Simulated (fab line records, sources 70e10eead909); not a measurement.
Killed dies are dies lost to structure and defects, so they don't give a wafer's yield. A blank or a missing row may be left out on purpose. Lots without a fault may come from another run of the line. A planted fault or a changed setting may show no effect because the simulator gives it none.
Chamber matching | flow nand_harc | NHARC_P_M2_PRE_CLEAN_32 on pecvd-02: 3 sister chambers
The step time 12 s. 6 wafers are shown with their chamber, then 7 later ones without.

WAFERS WITH THEIR CHAMBER
wafer  | chamber | heater_power_w (W) | heater_power_outer_w (W)
L078.1 | 1       | 561                | 296
L081.1 | 0       | 720                | 420
L081.2 | 1       | 608                | 333
L081.4 | 2       | 634                | 373
L088.1 | 2       | 627                | 387
L088.3 | 0       | 706                | 395

WAFERS WITHOUT THEIR CHAMBER
wafer  | heater_power_w (W) | heater_power_outer_w (W)
L088.6 | 694                | 398
L092.3 | 694                | 411
L092.4 | 665                | 387
L092.6 | 699                | 402
L097.2 | 681                | 380
L097.4 | 673                | 388
L097.5 | 643                | 379

WHICH CHAMBER EACH WENT THROUGH
wafer  | from the rows above     | in truth
L088.6 | 0                       | 0
L092.3 | 0                       | 0
L092.4 | can't be placed: 2 or 0 | 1
L092.6 | 0                       | 0
L097.2 | can't be placed: 0 or 2 | 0
L097.4 | can't be placed: 2 or 0 | 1
L097.5 | 2                       | 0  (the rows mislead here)
Placed correctly: 3 of 7. Can't be placed from these rows: 3 (the true chamber is among the candidates in 1). Placed wrongly: 1.
How it was worked out, from the rows above alone: a wafer's distance from a chamber is the root of the sum, over the readings, of the square of ((its reading less the chamber's mean) divided by the reading's scatter). The wafer belongs to the nearest chamber; if the next one is less than 2 further off, it can't be placed. A chamber's mean is the mean of its shown wafers. The scatter: the root of (the sum of the squares of (reading less its chamber's mean) over the shown wafers, divided by (wafers less chambers)).
